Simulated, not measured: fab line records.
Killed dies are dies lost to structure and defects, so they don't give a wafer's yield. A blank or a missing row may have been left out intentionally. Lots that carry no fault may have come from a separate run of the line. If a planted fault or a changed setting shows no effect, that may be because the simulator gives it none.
Split-lot experiment + flow n5_finfet + 21 wafers read from 7 lots, route of 1938 steps

## ON THE SPLIT
At N5_BEOL_M7_ETCH_41 (etches SiCN in CH3F/O2, target depth 31.9 nm, time 57.8 s), the setting source_w was moved away from the recipe's 395 W on 5 of the 21 wafers read, by -14.2% to +10.9%. This setting was run at the recipe's value on the other wafers.

The split's own step is where the reading is taken.

## THE READING
rf_vpp_V, in V, at N5_BEOL_M7_ETCH_41 (etches SiCN in CH3F/O2, target depth 31.9 nm, time 57.8 s). Typical for fault-free wafers on this fab line: 297.5 V, with standard deviation 1.9 V.

| wafer  | tool, chamber at the split | source_w as run, W | against the recipe | rf_vpp_V, V | against lot-mates on the recipe |
|--------|----------------------------|--------------------|--------------------|-------------|---------------------------------|
| L076.2 | rie_diel-04, 2             | 395                | recipe             | 298.7       | -                               |
| L076.4 | rie_diel-04, 1             | 395                | recipe             | 298.2       | -                               |
| L076.5 | rie_diel-04, 3             | 395                | recipe             | 295.4       | -                               |
| L083.3 | rie_diel-02, 0             | 395                | recipe             | 297.7       | -                               |
| L083.4 | rie_diel-02, 3             | 339                | -14.2%             | 313.7       | +16.6                           |
| L083.5 | rie_diel-02, 1             | 395                | recipe             | 296.6       | -                               |
| L086.1 | rie_diel-01, 3             | 438                | +10.9%             | 288.3       | -11.6                           |
| L086.3 | rie_diel-01, 1             | 395                | recipe             | 300.8       | -                               |
| L086.5 | rie_diel-01, 1             | 395                | recipe             | 299.0       | -                               |
| L089.1 | rie_diel-01, 1             | 395                | recipe             | 299.5       | -                               |
| L089.3 | rie_diel-01, 2             | 395                | recipe             | 298.2       | -                               |
| L089.4 | rie_diel-01, 3             | 395                | recipe             | 298.9       | -                               |
| L088.2 | rie_diel-04, 1             | 433.7              | +9.8%              | 289.1       | -8.8                            |
| L088.3 | rie_diel-04, 0             | 433.7              | +9.8%              | 288.6       | -9.3                            |
| L088.6 | rie_diel-04, 2             | 395                | recipe             | 297.9       | -                               |
| L085.3 | rie_diel-04, 1             | 420.4              | +6.4%              | 291.7       | -3.8                            |
| L085.4 | rie_diel-04, 2             | 395                | recipe             | 297.5       | -                               |
| L085.5 | rie_diel-04, 3             | 395                | recipe             | 293.5       | -                               |
| L095.2 | rie_diel-01, 0             | 395                | recipe             | 297.4       | -                               |
| L095.3 | rie_diel-01, 1             | 395                | recipe             | 298.7       | -                               |
| L095.5 | rie_diel-01, 3             | 395                | recipe             | 298.2       | -                               |

THE FIT
A straight line over all 21 wafers: rf_vpp_V changes by -0.996 V for each +1% of source_w; r = -0.96; the points scatter about the line by 1.6 V.
The same after taking each lot's own level away (the mean of its wafers on the recipe; 21 wafers): -1.03 V for each +1%; r = -0.97; scatter 1.3 V.
According to that fit, moving source_w by its largest amount changes the reading by 15 V.
The span of the lots' own levels, 295.50 to 299.90 V, comes to 2.3 times the standard deviation stated above.
Hence the lot-to-lot level has little effect on the slope; both slopes agree.
Check: with one of the wafers moved furthest among these (-14.2%) left out of the fit, the line predicts +13.4 V for it against its lot-mates. Against them it came out at +16.6 V.
Tool readings at the split's step, against how far the setting was moved: rf_vpp_V r = -0.96.

## FURTHER SPLITS ON THESE WAFERS
These wafers also went through other splits before the reading. Each is held against what the fit with the lots' levels taken away leaves over:
| other split on the same wafers   | wafers away from the commonest value | r with rf_vpp_V (lot level and that fit taken away) |
|----------------------------------|--------------------------------------|-----------------------------------------------------|
| N5_BEOL_M5_EXPOSE_25 dose_mj     | 7                                    | -0.20                                               |
| N5_BEOL_M6_ETCH_66 bias_w        | 4                                    | +0.02                                               |
| N5_BEOL_M6_TRENCH_ETCH_37 bias_w | 7                                    | -0.16                                               |
| N5_BEOL_M7_VIA_ETCH_34 source_w  | 6                                    | -0.01                                               |

## FILE'S OWN FIT
rf_vpp_V changes by -1.03 V for each +1% of source_w, r = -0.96.
